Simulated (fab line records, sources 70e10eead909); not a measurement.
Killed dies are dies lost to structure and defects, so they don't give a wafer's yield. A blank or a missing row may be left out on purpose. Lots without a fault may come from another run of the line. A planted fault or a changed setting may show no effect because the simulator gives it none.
Chamber matching | flow nand_harc | NHARC_A_M0_CMP_23 on cmp-04: 4 sister chambers
The step polishes, t overpolish 20 s, target thk 113.75 nm. 16 wafers are shown with their chamber, then 8 later ones without.

WAFERS WITH THEIR CHAMBER
wafer  | chamber | motor_current_A (A) | time_to_endpoint_s (s)
L075.1 | 3       | 11.0                | 32.9
L075.2 | 1       | 10.8                | 29.1
L075.4 | 2       | 10.8                | 30.3
L077.1 | 0       | 13.4                | 31.6
L077.2 | 3       | 11.3                | 29.1
L077.3 | 2       | 11.0                | 29.9
L081.2 | 3       | 11.8                | 32.7
L081.3 | 1       | 10.6                | 32.4
L081.6 | 2       | 11.3                | 32.9
L084.2 | 1       | 10.7                | 29.4
L084.4 | 3       | 10.8                | 26.0
L084.6 | 3       | 11.7                | 28.9
L087.2 | 3       | 11.0                | 28.5
L087.3 | 2       | 10.5                | 29.1
L087.4 | 0       | 14.1                | 28.4
L089.1 | 2       | 11.1                | 27.4

SIGNATURES (means of the wafers above)
reading            | chamber 0 | chamber 1 | chamber 2 | chamber 3 | scatter within a chamber
motor_current_A    | 13.750    | 10.700    | 10.940    | 11.267    | 0.35
time_to_endpoint_s | 30.000    | 30.300    | 29.920    | 29.683    | 2.29
Rule: a wafer's distance from a chamber is the root of the sum, over the readings, of the square of ((its reading less the chamber's mean) divided by the reading's scatter). The wafer belongs to the nearest chamber; if the next one is less than 2 further off, it can't be placed. The scatter: the root of (the sum of the squares of (reading less its chamber's mean) over the shown wafers, divided by (wafers less chambers)).

WAFERS WITHOUT THEIR CHAMBER
wafer  | motor_current_A (A) | time_to_endpoint_s (s)
L089.2 | 13.5                | 27.0
L089.4 | 10.8                | 27.1
L093.1 | 11.1                | 31.3
L093.3 | 11.9                | 31.7
L093.5 | 13.5                | 28.1
L094.3 | 14.6                | 28.5
L094.4 | 11.5                | 29.1
L094.5 | 11.1                | 28.7

WHICH CHAMBER EACH WENT THROUGH
wafer  | from the rows above          | in truth
L089.2 | 0                            | 0
L089.4 | can't be placed: 2 or 1 or 3 | 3
L093.1 | can't be placed: 2 or 3 or 1 | 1
L093.3 | can't be placed: 3 or 2 or 1 | 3
L093.5 | 0                            | 0
L094.3 | 0                            | 0
L094.4 | can't be placed: 3 or 2 or 1 | 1
L094.5 | can't be placed: 3 or 2 or 1 | 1
Placed correctly: 3 of 8. Can't be placed from these rows: 5 (the true chamber is among the candidates in 5). Placed wrongly: 0.
